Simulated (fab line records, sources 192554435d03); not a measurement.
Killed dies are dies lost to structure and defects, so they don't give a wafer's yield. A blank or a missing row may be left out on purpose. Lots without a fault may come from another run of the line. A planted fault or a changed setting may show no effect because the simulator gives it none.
A struck lot beside a sound one | flow n5_finfet | 21 steps out of a route of 1938
Sound: wafers L336.1, L336.2, L336.4. Struck: wafers L349.4, L349.5, L349.6. The cause comes at the end.
At each step with rows: each side's tool, then ch and its chambers, then its first start. Under that, the readings that differ: sound wafers | struck wafers | difference of the means | sigmas: that difference in standard deviations of wafers without a fault.
alike: readings whose means differ by less than 2 such deviations, and words and numbers that are the same on both sides. not compared: withheld readings, readings that some wafer has no value for, bounds like >300 that may hide the same value, and numbers for which the record gives no deviation and whose values overlap.
The two part at a step that has a row with sigmas, a row that says differs or no value, or rows on one side only. Numbers that don't overlap but have no deviation are shown without sigmas and don't part them. A reading that every wafer of one side lacks parts them only if that side has two wafers or more.

first, 10 steps without rows for these wafers: N5_MOL_CONTACT_COAG_DESCUM_45 (chemistry O2, time 7 s); N5_MOL_CONTACT_COAG_ETCH_65 (etches underlayer in N2/H2, target depth 13 nm, time 10.4 s); N5_MOL_CONTACT_COAG_ETCH_66 (etches SiARC in CF4, target depth 13 nm, time 21.7 s); N5_MOL_CONTACT_COAG_ALD_133 (deposits SiO2, target thk 5 nm, pulse time 1 s, co reactant pulse time 1 s); N5_MOL_CONTACT_COAG_ETCHBACK_134 (etches SiO2 in CHF3, target depth 10 nm, time 6.7 s); N5_MOL_CONTACT_COAG_ETCH_67 (etches SOC in N2/H2, target depth 60 nm, overetch 21 nm, time 101.2 s); N5_MOL_CONTACT_COAG_STRIP_68 (strips in N2/H2); N5_MOL_CONTACT_COAG_STRIP_69 (strips in N2/H2); N5_MOL_CONTACT_COAG_ETCHBACK_136 (etches SiO2 in CHF3, target depth 25 nm, time 16.7 s); N5_MOL_CONTACT_COAG_STRIP_120 (strips in CHF3).
N5_MOL_CONTACT_COAG_VIA_ETCH_117: etches SiO2 in C4F6/O2, target depth 40 nm, overetch 8 nm, time 26 s.
  sound on rie_diel-01 ch 0,2,3, day 5 12:46; struck on rie_diel-05 ch 0,1,2, day 8 22:31
  no value came back on the struck wafers for any of 8 readings (C4F6_flow_sccm (sccm), O2_flow_sccm (sccm) and others); on the sound wafers C4F6_flow_sccm (sccm) reads 10.00 10.01 9.98
  reading                                           | sound          | struck         | difference | sigmas
  model.MOL_CONTACT_COAG.feature_depth_nm (nm)      | 40.4 40.4 41   | 18.6 18.4 18.4 | -22.1      |
  model.SOC_of_MOL_CONTACT_COAG_COAT_62.thk_nm (nm) | 51.6 51.6 51.8 | 57.4 57.6 57.6 | +5.9       |
N5_MOL_CONTACT_COAG_ETCH_124: etches SiNx in CH3F/O2, stops on SiOC, target depth 6.5 nm.
  sound on rie_diel-01 ch 0,2,3, day 5 12:47; struck on rie_diel-05 ch 0,1,2, day 8 22:32
  reading                | sound          | struck         | difference                    | sigmas
  oes_product_au (a.u.)  | 0.62 0.61 0.57 | 0.28 0.27 0.28 | -0.32                         | -5
  rf_hours_counter_h (h) | 190 222 245    | - - -          | no value on the struck wafers |
  rf_vpp_V (V)           | 289 292 292    | 302 307 309    | +15                           | +2
  alike: CH3F_flow_sccm, O2_flow_sccm, drypump_motor_current_A, showerhead_plenum_p_Torr, throttle_valve_pct
N5_MOL_CONTACT_COAG_ETCH_48: etches SiOC in C4F6/O2, target depth 15 nm, overetch 4.5 nm, time 17 s.
  sound on rie_diel-01 ch 0,2,3, day 5 12:50; struck on rie_diel-05 ch 0,1,2, day 8 22:35
  reading                                           | sound          | struck         | difference                    | sigmas
  oes_product_au (a.u.)                             | 0.59 0.57 0.57 | 0.28 0.27 0.28 | -0.30                         | -4
  rf_hours_counter_h (h)                            | 190 222 245    | - - -          | no value on the struck wafers |
  rf_vpp_V (V)                                      | 1553 1565 1566 | 1617 1646 1649 | +76                           | +2
  model.SOC_of_MOL_CONTACT_COAG_COAT_62.thk_nm (nm) | 46 45.8 46     | 51.6 52 52     | +5.9                          |
  alike: C4F6_flow_sccm, O2_flow_sccm, drypump_motor_current_A, showerhead_plenum_p_Torr, throttle_valve_pct
then, 4 steps without rows for these wafers: N5_MOL_CONTACT_COAG_STRIP_72 (strips in N2/H2); N5_MOL_CONTACT_COAG_STRIP_49 (strips in N2/H2, time 30 s); N5_MOL_CONTACT_COAG_PRECLEAN_138 (cleans in alkaline clean, time 60 s); N5_MOL_CONTACT_COAG_SRD_139 (time 30 s).
N5_MOL_CONTACT_COAG_CD_MEAS_101: target cd 16 nm.
  sound on cd_sem-03, day 5 13:07; struck on cd_sem-02, day 8 22:51
  reading    | sound          | struck | difference                    | sigmas
  cd_nm (nm) | 15.7 16.7 15.8 | - - -  | no value on the struck wafers |
then, 1 step without rows for these wafers: N5_MOL_CONTACT_COAG_PRE_CLEAN_121.
N5_BEOL_M4_RC_MEAS_101:
  the record has rows for the sound wafers here (prober-02 ch 0, day 8 20:35) and none for the struck ones
-- the record jumps here: 7 days lie between the struck wafers' starts before and after (it left off in module BEOL_M4 and takes up again in module PASSIVATION, whose first step shown is number 1936 of the route) --
N5_PASSIVATION_PROBE_49:
  the record has rows for the struck wafers here (prober-01, day 16 10:17) and none for the sound ones

WHERE THEY PART
First at N5_MOL_CONTACT_COAG_VIA_ETCH_117; last, within this record, at N5_PASSIVATION_PROBE_49.

WHY: what the simulator had put in
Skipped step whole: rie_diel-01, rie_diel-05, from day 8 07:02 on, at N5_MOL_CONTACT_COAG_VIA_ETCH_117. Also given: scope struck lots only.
